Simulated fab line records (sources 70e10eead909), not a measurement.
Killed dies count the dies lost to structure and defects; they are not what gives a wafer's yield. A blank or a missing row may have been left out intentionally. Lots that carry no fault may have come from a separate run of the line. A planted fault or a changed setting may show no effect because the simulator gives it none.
Which tool was responsible? ; flow nand-harc ; Sampling: 24 lots, 72 wafers, 2 of 1159 route steps

WHAT EACH GAUGE READ, for each wafer
NHARC_A_CHANNEL_FILL_D1_THK_MEAS_06: measures by ellipsometry.
lot;measured;on;thk-nm (nm)
L074;day 12 19:43;film-metro-01;4.7 4.3 4.4
L077;day 12 19:43;film-metro-02;5.1 5.5 6.2
L078;day 12 19:43;film-metro-01;4.7 5.1 6.1
L075;day 13 02:34;film-metro-01;5.1 5.0 5.8
L076;day 13 02:34;film-metro-02;5.2 6.7 7.0
L081;day 13 09:13;film-metro-02;5.1 6.1 6.3
L079;day 13 09:13;film-metro-02;3.4 4.4 5.8
L080;day 13 09:14;film-metro-01;4.5 3.8 4.9
L082;day 13 09:13;film-metro-01;5.0 4.2 6.5
L083;day 13 15:07;film-metro-02;4.5 3.6 3.8
L084;day 13 15:07;film-metro-02;3.4 5.7 5.7
L087;day 13 18:53;film-metro-02;6.0 4.6 3.3
L085;day 13 18:53;film-metro-02;3.5 2.8 5.7
L088;day 14 03:55;film-metro-02;5.5 3.7 4.8
L086;day 14 03:56;film-metro-02;5.2 4.7 3.1
L089;day 14 03:56;film-metro-02;3.9 5.6 6.3
L092;day 14 07:32;film-metro-01;6.5 5.3 5.6
L090;day 14 07:31;film-metro-01;6.2 5.1 3.9
L091;day 14 07:31;film-metro-02;4.7 5.8 2.6
L093;day 14 18:02;film-metro-02;5.5 5.6 5.2
L094;day 14 21:47;film-metro-02;4.9 5.2 4.7
L095;day 14 21:47;film-metro-01;4.4 4.4 3.6
L096;day 15 15:59;film-metro-02;6.1 6.3 6.5
L097;day 15 19:37;film-metro-01;5.7 5.7 5.3

EACH LOT AND THE TOOL THAT RAN IT (in order: tool; ch and the chambers of the sampled wafers; start)
lot;NHARC_A_CHANNEL_FILL_D1_ALD_02
L074;ald-hk-02 ch 1,2, day 11 04:43
L077;ald-hk-02 ch 1,2, day 11 08:21
L078;ald-hk-04 ch 1,2,3, day 11 08:56
L075;ald-hk-01 ch 1,3, day 11 14:33
L076;ald-hk-01 ch 2,3, day 11 14:55
L081;ald-hk-01 ch 2,3, day 11 19:07
L079;ald-hk-01 ch 0,3, day 11 19:28
L080;ald-hk-02 ch 0,1, day 11 22:29
L082;ald-hk-02 ch 0,3, day 11 22:56
L083;ald-hk-04 ch 0,2, day 12 02:40
L084;ald-hk-04 ch 0,2,3, day 12 03:02
L087;ald-hk-04 ch 1,2, day 12 06:51
L085;ald-hk-01 ch 1,2,3, day 12 07:19
L088;ald-hk-02 ch 0,2,3, day 12 12:33
L086;ald-hk-04 ch 0,2,3, day 12 12:36
L089;ald-hk-01 ch 1,2,3, day 12 15:11
L092;ald-hk-02 ch 0,2,3, day 12 15:46
L090;ald-hk-01 ch 0,1,3, day 12 19:26
L091;ald-hk-01 ch 0,2,3, day 12 20:05
L093;ald-hk-01 ch 0,1,2, day 13 03:52
L094;ald-hk-01 ch 0,2, day 13 08:19
L095;ald-hk-04 ch 0,1,2, day 13 09:18
L096;ald-hk-04 ch 0,1, day 14 01:58
L097;ald-hk-02 ch 0,1,3, day 14 07:44
- NHARC_A_CHANNEL_FILL_D1_ALD_02: deposits SiO2, target thk 6 nm, pulse time 10 s, ald cycles 60.

AS READ BY THE TOOLS THEMSELVES (means over the sampled wafers that have a number; for cases with no such wafer, the mark the record gives instead)
NHARC_A_CHANNEL_FILL_D1_ALD_02.
lot;tool;heater-power-outer-w (W);heater-power-w (W);precursor-pulse-height-rel
L074;ald-hk-02;230;421;0.995
L077;ald-hk-02;228;421;0.997
L078;ald-hk-04;268;474;0.990
L075;ald-hk-01;232;430;1.004
L076;ald-hk-01;245;432;1.014
L081;ald-hk-01;249;448;1.014
L079;ald-hk-01;239;438;0.991
L080;ald-hk-02;254;460;0.998
L082;ald-hk-02;272;481;1.005
L083;ald-hk-04;220;406;0.987
L084;ald-hk-04;245;437;1.001
L087;ald-hk-04;265;479;1.023
L085;ald-hk-01;239;445;0.980
L088;ald-hk-02;258;448;1.010
L086;ald-hk-04;242;436;1.004
L089;ald-hk-01;240;449;1.002
L092;ald-hk-02;259;450;1.019
L090;ald-hk-01;235;447;0.988
L091;ald-hk-01;238;445;0.976
L093;ald-hk-01;234;452;1.006
L094;ald-hk-01;235;466;1.017
L095;ald-hk-04;242;442;0.998
L096;ald-hk-04;242;458;1.014
L097;ald-hk-02;261;456;0.980

THE ANSWER, worked out from the rows above alone
Rule: the usual values come from the lots themselves. Put in order of their means at a reading, lots are off if they are a third of the lots or fewer, leave a main group of 4 or more, and stand apart from it by a gap of 3 or more times the standard deviation of the main group's means; of several such gaps the widest counts. If all means in a main group match to the digits the tables above print for the reading, that group is not used. Also off: a lot with no number at a reading for which 4 or more lots have one. All remaining lots with rows at the step are treated as sound. After the gauges, taken in route order, come the tools' own readings; for these a lot's mean is taken, as printed above. At the first step where some lot is off, the reading lying furthest off is the one used; lots without a number count as furthest.
No lot is off on any of the readings shown, so nothing can be concluded from this.

WHAT THE SIMULATOR PUT IN
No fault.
